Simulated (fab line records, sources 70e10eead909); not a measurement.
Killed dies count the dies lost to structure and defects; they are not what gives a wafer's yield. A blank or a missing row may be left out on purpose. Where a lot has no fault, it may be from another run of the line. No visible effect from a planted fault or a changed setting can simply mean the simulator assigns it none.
fab line records	flow nand_harc	part 1 of 2: steps 1 to 25 of 34
record lots=5	wafers=15	last_day=25
route steps=1159 shown P_M1@307 P_M2@318
lots that met no fault: from a run of the same line without faults
start_h: hours from the record's first day to the start of the lot's first wafer shown	wait_h: hours since the lot's step before	" as in the row above	L1.1+2: several wafers, shown together as one row	- no value, or no start was given	* or withheld: withheld	< > ~ a bound
route shown NAME@n: NAME is a module with steps in the file, n the number in the route of the first one	usual: mean/standard deviation taken from wafers without a fault	same: alike in all rows	chamber/n: place in a boat	sites: the reading at each site	_std_site: the standard deviation of these	_edge_site: outer sites' mean less inner sites'	radius_mm: for every site, how far away it sits from the centre of the wafer	mask NAME#n: copy n	behind: tool/chamber where the wafer was last shaped	hold: what put the lot on hold/how long, in hours/how the hold closed	device: names the non-switching transistor (n, p or np)	end of line: tests run on the same wafers once the route is complete	for a step that has no rows: nothing shown but its recipe	killed: at the first sort, the dies lost to defects and structure; wafer yield is something else	map: dies across one wafer; x = killed, . = not, _ = none there
set.NAME: setting as actually run; set.NAME@STEP: the setting as run at that earlier step	model.NAME: the simulator's own value behind a step, which no gauge read
certain route steps with their lots: each step a table, each wafer a row
services: a tool's chamber out of use, with start hour (start_h, from the record's first day; less than 0 if before it), hours out, and reason
## steps
# step NHARC_P_M1_PVD_20
# recipe target_thk_a=50	bias_v=168.6	power_w=15000	chamber_pressure_pa=0.12	time_s=8.06	substrate_temp_c=50	material=TaN
# usual throttle_valve_pct=29.4/0.83
lot.wafer	tool	chamber	start_h	wait_h	throttle_valve_pct
L081.3	pvd_sputter-01	-	-	-	30.8
L081.2	"	-	"	"	29.6
L081.6	"	-	"	"	29.7
L089.2	pvd_sputter-03	-	-	-	27.9
L089.1	"	-	"	"	28.9
L089.5	"	-	"	"	31.2
L088.2	pvd_sputter-03	-	-	-	28.7
L088.3	"	-	"	"	30.7
L088.5	"	-	"	"	28.8
L092.4	pvd_sputter-03	-	-	-	29.4
L092.2	"	-	"	"	28.1
L092.5	"	-	"	"	30.7
L097.3	pvd_sputter-01	-	-	-	30.6
L097.6	"	-	"	"	29.2
L097.5	"	-	"	"	29.6
# step NHARC_P_M1_PVD_21
# recipe target_thk_a=300	chamber_pressure_pa=5	power_w=5000	substrate_temp_c=30	time_s=20.49	material=Cu
# usual throttle_valve_pct=29.5/0.81
lot.wafer	tool	chamber	start_h	wait_h	throttle_valve_pct
L081.3	pvd_sputter-01	-	-	-	29.6
L081.2	"	-	"	"	29.3
L081.6	"	-	"	"	29.7
L089.2	pvd_sputter-03	-	-	-	30.9
L089.1	"	-	"	"	28.7
L089.5	"	-	"	"	29.6
L088.3	pvd_sputter-03	-	-	-	31.1
L088.2	"	-	"	"	28.9
L088.5	"	-	"	"	30.7
L092.2	pvd_sputter-03	-	-	-	30.9
L092.4	"	-	"	"	29.6
L092.5	"	-	"	"	29.1
L097.3	pvd_sputter-01	-	-	-	30.7
L097.6	"	-	"	"	29.6
L097.5	"	-	"	"	29.1
# step NHARC_P_M1_ECD_22
# recipe target_thk_a=4000	bath_temp_c=25	material=Cu
lot.wafer	tool	chamber	start_h	wait_h
L081.2+3+6	ecd_cu-02	1,0,1	165.60	-
L089.1+2+5	ecd_cu-01	0,1,0	214.58	-
L088.2+3+5	ecd_cu-01	1,0,0	215.97	-
L092.2+4+5	ecd_cu-02	0,1,1	231.70	-
L097.3+5+6	ecd_cu-01	1,0,1	257.22	-
# step NHARC_P_M1_ANNEAL_31
# recipe temp_c=225	time_s=90
# usual wafer_temp_C_max=225.92/0.26
lot.wafer	tool	chamber	start_h	wait_h	wafer_temp_C_max
L081.2	rtp_anneal-02	0	166.03	-	225.56
L081.3	"	0	"	"	225.79
L081.6	"	0	"	"	225.58
L089.1	rtp_anneal-01	0	214.99	-	226.19
L089.2	"	0	"	"	226.06
L089.5	"	0	"	"	226.08
L088.2	rtp_anneal-01	0	216.35	-	226.33
L088.3	"	0	"	"	226.16
L088.5	"	0	"	"	225.85
L092.2	rtp_anneal-01	0	232.13	0.4	226.07
L092.4	"	0	"	"	226.09
L092.5	"	0	"	"	225.78
L097.3	rtp_anneal-02	0	257.55	-	225.79
L097.5	"	0	"	"	225.69
L097.6	"	0	"	"	225.65
# step NHARC_P_M1_CMP_23
# recipe t_overpolish_s=20	target_thk_nm=157.82
# usual motor_current_A=12.4/1.6	time_to_endpoint_s=28.3/2.1
lot.wafer	tool	chamber	start_h	wait_h	motor_current_A	time_to_endpoint_s
L081.3	cmp-01	3	166.35	-	12.9	27.4
L081.2	"	1	"	"	11.6	29.3
L081.6	"	2	"	"	10.5	27.6
L089.2	cmp-03	2	215.33	-	11.2	29.5
L089.1	"	3	"	"	14.6	26.1
L089.5	"	3	"	"	14.5	27.7
L088.3	cmp-01	2	216.67	-	10.7	29.4
L088.2	"	0	"	"	12.0	29.0
L088.5	"	1	"	"	12.1	27.5
L092.4	cmp-03	2	232.42	-	10.8	27.0
L092.2	"	0	"	"	12.3	27.1
L092.5	"	3	"	"	15.3	24.2
L097.3	cmp-01	1	257.81	-	11.9	30.5
L097.6	"	0	"	"	12.2	30.6
L097.5	"	1	"	"	12.0	29.3
# step NHARC_P_M1_THK_MEAS_24
# recipe thk_meas_gauge=xrf
# usual thk_nm=157.6/1.4
lot.wafer	tool	chamber	start_h	wait_h	thk_nm
L081.2	film_metro-01	-	166.64	-	157.7
L081.3	"	-	"	"	158.9
L081.6	"	-	"	"	156.5
L089.1	film_metro-01	-	215.65	-	155.6
L089.2	"	-	"	"	156.9
L089.5	"	-	"	"	157.5
L088.2	film_metro-02	-	216.96	-	159.6
L088.3	"	-	"	"	155.8
L088.5	"	-	"	"	155.6
L092.2	film_metro-01	-	232.73	-	159.6
L092.4	"	-	"	"	158.1
L092.5	"	-	"	"	157.3
L097.3	film_metro-01	-	258.10	-	157.7
L097.5	"	-	"	"	157.1
L097.6	"	-	"	"	157.5
# step NHARC_P_M1_SRD_25
lot.wafer	tool	chamber	start_h	wait_h
L081.3+6+2	wet_bench-08	1,2,5	166.68	0.0
L089.2+5+1	wet_bench-08	3,6,0	215.69	0.0
L088.5+2+3	wet_bench-08	7,2,4	217.00	0.0
L092.5+2+4	wet_bench-10	2,3,5	232.78	0.0
L097.5+6+3	wet_bench-10	3,6,0	258.14	0.0
# step NHARC_P_M1_INSPECT_27
# usual raw_defect_count=303/110
lot.wafer	tool	chamber	start_h	wait_h	raw_defect_count
L081.2	defect_inspect-02	-	166.79	0.0	316
L081.3	"	-	"	"	319
L081.6	"	-	"	"	173
L089.1	defect_inspect-02	-	215.83	0.0	351
L089.2	"	-	"	"	311
L089.5	"	-	"	"	217
L088.2	defect_inspect-02	-	217.14	0.0	248
L088.3	"	-	"	"	238
L088.5	"	-	"	"	263
L092.2	defect_inspect-02	-	232.89	0.0	235
L092.4	"	-	"	"	300
L092.5	"	-	"	"	235
L097.3	defect_inspect-02	-	258.26	0.0	156
L097.5	"	-	"	"	331
L097.6	"	-	"	"	190
# step NHARC_P_M1_PRE_CLEAN_32
# recipe time_s=12	temp_c=370	rf_power_w=300	gas=NH3
# usual heater_power_w=626/76
lot.wafer	tool	chamber	start_h	wait_h	heater_power_w
L081.3	pecvd-03	1	166.86	0.1	725
L081.2	"	2	"	"	712
L081.6	"	1	"	"	741
L089.2	pecvd-03	0	215.89	0.1	557
L089.1	"	2	"	"	695
L089.5	"	0	"	"	551
L088.2	pecvd-01	1	217.22	0.1	669
L088.3	"	1	"	"	673
L088.5	"	0	"	"	682
L092.2	pecvd-04	1	232.96	0.1	578
L092.5	"	2	"	"	641
L092.4	"	0	"	"	679
L097.3	pecvd-04	0	258.32	0.1	635
L097.5	"	0	"	"	636
L097.6	"	1	"	"	535
# step NHARC_P_M1_DEP_33
# recipe target_thk_a=300	temp_c=370	target_thk_nm=30	pressure_torr=3	flow_sccm=200	rf_w=450	material=SiCN
# usual heater_power_w=576/64
lot.wafer	tool	chamber	start_h	wait_h	heater_power_w
L081.3	pecvd-03	1	166.94	0.1	664
L081.2	"	2	"	"	604
L081.6	"	1	"	"	655
L089.2	pecvd-03	0	215.97	0.1	488
L089.1	"	2	"	"	533
L089.5	"	0	"	"	509
L088.2	pecvd-01	1	217.39	0.1	559
L088.3	"	1	"	"	550
L088.5	"	0	"	"	628
L092.2	pecvd-04	1	233.04	0.1	546
L092.5	"	2	"	"	588
L092.4	"	0	"	"	619
L097.3	pecvd-04	0	258.40	0.1	627
L097.5	"	0	"	"	618
L097.6	"	1	"	"	542
# step NHARC_P_M2_DEP_00
# recipe target_thk_a=1825	target_thk_nm=182.5	temp_c=withheld	pressure_torr=5	flow_sccm=200	rf_w=600	material=SiOC
lot.wafer	tool	chamber	start_h	wait_h
L081.3+2+6	pecvd-04	0,1,2	167.35	-
L089.1+2+5	pecvd-03	2,0,0	-	-
L088.2+3+5	pecvd-04	0,1,1	217.85	0.4
L092.2+5+4	pecvd-04	1,1,2	-	-
L097.3+6+5	pecvd-01	1,0,2	258.86	-
# step NHARC_P_M2_DEHYDRATE_01
# recipe temp_c=150	time_s=120
# usual exhaust_pa=44.8/0.98	heater_power_total_W=182.7/1.3
lot.wafer	tool	chamber	start_h	wait_h	exhaust_pa	heater_power_total_W
L081.2	litho_track-01	0	167.75	-	45.2	182.0
L081.3	"	0	"	"	43.2	181.6
L081.6	"	0	"	"	44.4	180.6
L089.1	litho_track-04	0	216.91	-	44.6	181.9
L089.2	"	0	"	"	43.8	183.7
L089.5	"	0	"	"	45.4	182.8
L088.2	litho_track-06	0	218.26	-	46.3	182.1
L088.3	"	0	"	"	45.5	184.3
L088.5	"	0	"	"	47.0	182.5
L092.2	litho_track-01	0	233.84	-	44.7	182.3
L092.4	"	0	"	"	44.6	184.6
L092.5	"	0	"	"	44.7	180.8
L097.3	litho_track-06	0	259.22	-	46.5	184.3
L097.5	"	0	"	"	45.1	183.5
L097.6	"	0	"	"	45.2	181.1
# step NHARC_P_M2_HMDS_02
# recipe time_s=30
# usual exhaust_pa=44.9/1.1
lot.wafer	tool	chamber	start_h	wait_h	exhaust_pa
L081.2	litho_track-01	0	-	-	45.4
L081.3	"	0	"	"	46.7
L081.6	"	0	"	"	45.5
L089.1	litho_track-04	0	-	-	44.6
L089.2	"	0	"	"	43.8
L089.5	"	0	"	"	44.4
L088.2	litho_track-06	0	-	-	46.0
L088.3	"	0	"	"	44.5
L088.5	"	0	"	"	45.2
L092.2	litho_track-01	0	-	-	44.5
L092.4	"	0	"	"	44.5
L092.5	"	0	"	"	45.0
L097.3	litho_track-06	0	-	-	44.7
L097.5	"	0	"	"	45.4
L097.6	"	0	"	"	44.6
# step NHARC_P_M2_COAT_34
# recipe temp_c=200	time_s=65
# usual exhaust_pa=45.2/0.89	heater_power_total_W=386.1/1.4
lot.wafer	tool	chamber	start_h	wait_h	exhaust_pa	heater_power_total_W
L081.2	litho_track-01	0	-	-	46.3	384.6
L081.3	"	0	"	"	46.7	384.5
L081.6	"	0	"	"	45.4	384.2
L089.1	litho_track-04	0	-	-	43.5	384.2
L089.2	"	0	"	"	45.8	386.5
L089.5	"	0	"	"	44.6	384.2
L088.2	litho_track-06	0	-	-	42.9	384.9
L088.3	"	0	"	"	45.1	387.6
L088.5	"	0	"	"	46.0	384.8
L092.2	litho_track-01	0	-	-	45.3	387.6
L092.4	"	0	"	"	45.9	384.2
L092.5	"	0	"	"	45.9	386.2
L097.3	litho_track-06	0	-	-	46.4	385.7
L097.5	"	0	"	"	47.1	384.3
L097.6	"	0	"	"	46.8	384.7
# step NHARC_P_M2_COAT_03
# recipe spin_rpm=1500	resist_thk_nm=90
# usual exhaust_pa=44.8/0.86
lot.wafer	tool	chamber	start_h	wait_h	exhaust_pa
L081.2	litho_track-01	0	-	-	46.5
L081.3	"	0	"	"	45.8
L081.6	"	0	"	"	45.4
L089.1	litho_track-04	0	-	-	43.3
L089.2	"	0	"	"	44.1
L089.5	"	0	"	"	43.2
L088.2	litho_track-06	0	-	-	46.8
L088.3	"	0	"	"	45.3
L088.5	"	0	"	"	45.9
L092.2	litho_track-01	0	-	-	44.0
L092.4	"	0	"	"	44.1
L092.5	"	0	"	"	44.8
L097.3	litho_track-06	0	-	-	44.9
L097.5	"	0	"	"	44.1
L097.6	"	0	"	"	43.1
# step NHARC_P_M2_SOFTBAKE_04
# recipe temp_c=105	time_s=55
# usual exhaust_pa=45.1/1.1	heater_power_total_W=188.45/0.14
lot.wafer	tool	chamber	start_h	wait_h	exhaust_pa	heater_power_total_W
L081.2	litho_track-01	0	-	-	44.4	188.36
L081.3	"	0	"	"	45.2	188.69
L081.6	"	0	"	"	44.2	188.46
L089.1	litho_track-04	0	-	-	46.7	188.42
L089.2	"	0	"	"	46.1	188.58
L089.5	"	0	"	"	46.9	188.77
L088.2	litho_track-06	0	-	-	45.1	188.34
L088.3	"	0	"	"	46.1	188.62
L088.5	"	0	"	"	44.1	188.45
L092.2	litho_track-01	0	-	-	43.2	188.33
L092.4	"	0	"	"	43.5	188.36
L092.5	"	0	"	"	43.9	188.38
L097.3	litho_track-06	0	-	-	45.6	188.65
L097.5	"	0	"	"	45.0	188.45
L097.6	"	0	"	"	45.6	188.32
# step NHARC_P_M2_EBR_05
# usual exhaust_pa=45.0/0.75
lot.wafer	tool	chamber	start_h	wait_h	exhaust_pa
L081.2	litho_track-01	0	-	-	44.1
L081.3	"	0	"	"	44.0
L081.6	"	0	"	"	44.0
L089.1	litho_track-04	0	-	-	44.7
L089.2	"	0	"	"	44.7
L089.5	"	0	"	"	44.0
L088.2	litho_track-06	0	-	-	45.1
L088.3	"	0	"	"	45.1
L088.5	"	0	"	"	45.4
L092.2	litho_track-01	0	-	-	45.4
L092.4	"	0	"	"	45.7
L092.5	"	0	"	"	46.3
L097.3	litho_track-06	0	-	-	44.9
L097.5	"	0	"	"	44.4
L097.6	"	0	"	"	45.4
# step NHARC_P_M2_EXPOSE_06
# recipe na=1.35	target_cd_nm=170	dose_mj=80.78	mask_id=P_M2
# usual stage_vel_mm_s=500.05/0.25
lot.wafer	tool	chamber	start_h	wait_h	mask	stage_vel_mm_s
L081.2	arfi_scanner-02	0	168.05	-	P_M2#0	500.12
L081.3	"	0	"	"	P_M2#0	500.66
L081.6	"	0	"	"	P_M2#0	499.87
L089.1	arfi_scanner-02	0	217.20	-	P_M2#0	500.34
L089.2	"	0	"	"	P_M2#0	500.78
L089.5	"	0	"	"	P_M2#0	500.30
L088.2	arfi_scanner-01	0	218.55	-	P_M2#0	499.71
L088.3	"	0	"	"	P_M2#0	500.37
L088.5	"	0	"	"	P_M2#0	500.57
L092.2	arfi_scanner-01	0	234.13	-	P_M2#0	500.23
L092.4	"	0	"	"	P_M2#0	500.27
L092.5	"	0	"	"	P_M2#0	500.16
L097.3	arfi_scanner-01	0	259.39	-	P_M2#0	500.08
L097.5	"	0	"	"	P_M2#0	500.12
L097.6	"	0	"	"	P_M2#0	500.19
# step NHARC_P_M2_PEB_07
# recipe peb_temp_c=100	peb_time_s=65
# usual exhaust_pa=44.9/0.82	heater_power_total_W=156.6/0.45
lot.wafer	tool	chamber	start_h	wait_h	exhaust_pa	heater_power_total_W
L081.2	litho_track-04	0	168.11	0.1	44.8	157.0
L081.3	"	0	"	"	45.3	155.9
L081.6	"	0	"	"	44.1	157.1
L089.1	litho_track-06	0	217.26	0.1	45.1	155.9
L089.2	"	0	"	"	44.5	156.0
L089.5	"	0	"	"	45.1	157.1
L088.2	litho_track-04	0	218.61	0.1	44.6	157.1
L088.3	"	0	"	"	44.3	156.1
L088.5	"	0	"	"	45.1	156.5
L092.2	litho_track-04	0	234.19	0.1	46.2	156.6
L092.4	"	0	"	"	45.1	156.9
L092.5	"	0	"	"	45.3	156.1
L097.3	litho_track-01	0	259.44	0.0	44.4	156.0
L097.5	"	0	"	"	45.3	157.2
L097.6	"	0	"	"	43.7	156.8
# step NHARC_P_M2_DEVELOP_08
# recipe develop_time_s=35	dev_temp_c=23
# usual developer_temp_C=23.02/0.11	exhaust_pa=44.8/0.86
lot.wafer	tool	chamber	start_h	wait_h	developer_temp_C	exhaust_pa
L081.2	litho_track-04	0	-	-	22.83	45.7
L081.3	"	0	"	"	22.92	44.5
L081.6	"	0	"	"	22.90	43.6
L089.1	litho_track-06	0	-	-	23.06	44.7
L089.2	"	0	"	"	22.82	45.2
L089.5	"	0	"	"	22.90	46.1
L088.2	litho_track-04	0	-	-	23.04	43.3
L088.3	"	0	"	"	23.20	43.3
L088.5	"	0	"	"	23.16	44.9
L092.2	litho_track-04	0	-	-	23.00	45.4
L092.4	"	0	"	"	22.90	45.3
L092.5	"	0	"	"	22.92	45.7
L097.3	litho_track-01	0	-	-	22.91	45.8
L097.5	"	0	"	"	22.97	44.5
L097.6	"	0	"	"	22.98	45.6
# step NHARC_P_M2_CD_MEAS_09
# recipe target_cd_nm=170	landing_energy_ev=500
# usual cd_nm=170.0/0.48
lot.wafer	tool	chamber	start_h	wait_h	cd_nm
L081.2	cd_sem-01	0	168.19	-	169.3
L081.3	"	0	"	"	169.6
L081.6	"	0	"	"	169.4
L089.1	cd_sem-03	0	217.34	-	169.7
L089.2	"	0	"	"	170.2
L089.5	"	0	"	"	169.9
L088.2	cd_sem-03	0	218.69	-	169.4
L088.3	"	0	"	"	169.5
L088.5	"	0	"	"	169.8
L092.2	cd_sem-03	0	234.27	-	169.9
L092.4	"	0	"	"	170.7
L092.5	"	0	"	"	170.2
L097.3	cd_sem-02	0	259.52	-	170.6
L097.5	"	0	"	"	169.7
L097.6	"	0	"	"	169.8
# step NHARC_P_M2_OVL_MEAS_10
# recipe pitch_nm=340
# usual overlay_x_nm=-0.2/0.79	overlay_y_nm=0.3/0.73
lot.wafer	tool	chamber	start_h	wait_h	overlay_x_nm	overlay_y_nm
L081.2	overlay-01	-	168.28	-	0.0	0.9
L081.3	"	-	"	"	-0.4	1.2
L081.6	"	-	"	"	-0.1	0.6
L089.1	overlay-02	-	217.43	-	0.3	0.0
L089.2	"	-	"	"	0.6	-0.5
L089.5	"	-	"	"	-0.2	0.2
L088.2	overlay-02	-	218.77	-	-0.6	1.0
L088.3	"	-	"	"	-0.6	0.8
L088.5	"	-	"	"	-0.2	0.8
L092.2	overlay-01	-	234.35	-	-0.3	-0.7
L092.4	"	-	"	"	-0.5	-0.8
L092.5	"	-	"	"	-0.1	-0.8
L097.3	overlay-01	-	259.61	-	-0.8	1.4
L097.5	"	-	"	"	-1.1	1.9
L097.6	"	-	"	"	-1.1	1.4
# step NHARC_P_M2_INSPECT_11
# usual raw_defect_count=5/3.1
lot.wafer	tool	chamber	start_h	wait_h	raw_defect_count
L081.2	defect_inspect-01	-	168.32	0.0	6
L081.3	"	-	"	"	5
L081.6	"	-	"	"	3
L089.1	defect_inspect-02	-	217.46	0.0	4
L089.2	"	-	"	"	17
L089.5	"	-	"	"	9
L088.2	defect_inspect-02	-	218.81	0.0	2
L088.3	"	-	"	"	4
L088.5	"	-	"	"	4
L092.2	defect_inspect-02	-	234.39	0.0	7
L092.4	"	-	"	"	2
L092.5	"	-	"	"	5
L097.3	defect_inspect-02	-	259.65	0.0	6
L097.5	"	-	"	"	4
L097.6	"	-	"	"	18
# step NHARC_P_M2_DESCUM_14
# recipe time_s=3	o2_flow_sccm=200	ar_flow_sccm=0	bias_power_w=0	chemistry=O2
# usual drypump_motor_current_A=5.64/0.29	oes_product_au=1.000/0.0069	rf_vpp_V=57.8/0.96	showerhead_plenum_p_Torr=1.91/0.1	throttle_valve_pct=11.312/0.0085
# same bias_power_w=0
lot.wafer	tool	chamber	start_h	wait_h	drypump_motor_current_A	oes_product_au	rf_hours_counter_h	rf_vpp_V	showerhead_plenum_p_Torr	throttle_valve_pct
L081.2	rie_diel-10	2	168.38	0.1	5.22	0.994	5	56.7	1.79	11.312
L081.3	"	1	"	"	6.00	0.996	5	57.4	1.93	11.319
L081.6	"	2	"	"	5.15	0.997	-	57.7	1.79	11.306
L089.2	rie_diel-10	0	217.52	0.1	5.85	1.006	1	59.1	2.07	11.300
L089.1	"	3	"	"	5.69	1.003	1	58.2	1.83	11.318
L089.5	"	1	"	"	5.96	1.007	-	58.1	1.93	11.302
L088.3	rie_diel-10	1	218.89	0.1	6.01	0.998	1	57.6	1.93	11.324
L088.2	"	2	"	"	5.23	1.002	1	57.2	1.79	11.321
L088.5	"	0	"	"	5.86	0.997	-	57.9	2.07	11.307
L092.2	rie_diel-12	3	234.45	0.1	5.49	1.008	4	56.2	1.85	11.300
L092.4	"	0	"	"	5.53	1.007	4	57.4	2.01	11.315
L092.5	"	0	"	"	5.53	1.008	-	58.1	2.01	11.308
L097.3	rie_diel-10	1	259.72	0.1	5.95	1.000	3	57.7	1.93	11.316
L097.5	"	3	"	"	5.70	1.005	-	57.7	1.82	11.319
L097.6	"	0	"	"	5.85	1.007	-	57.3	2.07	11.301
# step NHARC_P_M2_ETCH_35
# recipe target_depth_a=400	overetch_a=120	time_s=43.94	ion_energy_ev=200	n2_flow_sccm=150	h2_flow_sccm=150	ar_flow_sccm=0	rf_w=400	bias_w=150	chemistry=N2/H2
# usual drypump_motor_current_A=5.63/0.3	oes_product_au=1.001/0.0073	rf_vpp_V=430/3	showerhead_plenum_p_Torr=2.03/0.11	throttle_valve_pct=14.171/0.0096
lot.wafer	tool	chamber	start_h	wait_h	drypump_motor_current_A	oes_product_au	rf_hours_counter_h	rf_vpp_V	showerhead_plenum_p_Torr	throttle_valve_pct
L081.2	rie_diel-10	0	168.47	0.1	5.84	1.003	5	434	2.21	14.166
L081.3	"	1	"	"	5.95	0.996	5	430	2.06	14.152
L081.6	"	3	"	"	5.69	0.995	-	427	1.94	14.172
L089.1	rie_diel-10	2	217.62	0.1	5.19	0.991	1	426	1.91	14.183
L089.2	"	3	"	"	5.69	0.997	1	427	1.94	14.189
L089.5	"	2	"	"	5.14	0.993	-	427	1.91	14.168
L088.2	rie_diel-10	0	218.96	0.1	5.85	0.996	1	435	2.21	14.178
L088.3	"	1	"	"	5.98	1.011	1	430	2.06	14.176
L088.5	"	0	"	"	5.84	0.999	-	435	2.21	14.177
L092.2	rie_diel-12	2	234.54	0.1	5.87	1.000	3	430	1.97	14.168
L092.4	"	0	"	"	5.52	1.004	4	433	2.15	14.163
L092.5	"	1	"	"	5.81	1.008	-	429	2.03	14.165
L097.3	rie_diel-10	1	259.81	0.1	5.95	1.006	3	431	2.06	14.166
L097.6	"	2	"	"	5.15	0.984	-	428	1.91	14.177
L097.5	"	3	"	"	5.72	1.007	-	428	1.94	14.153
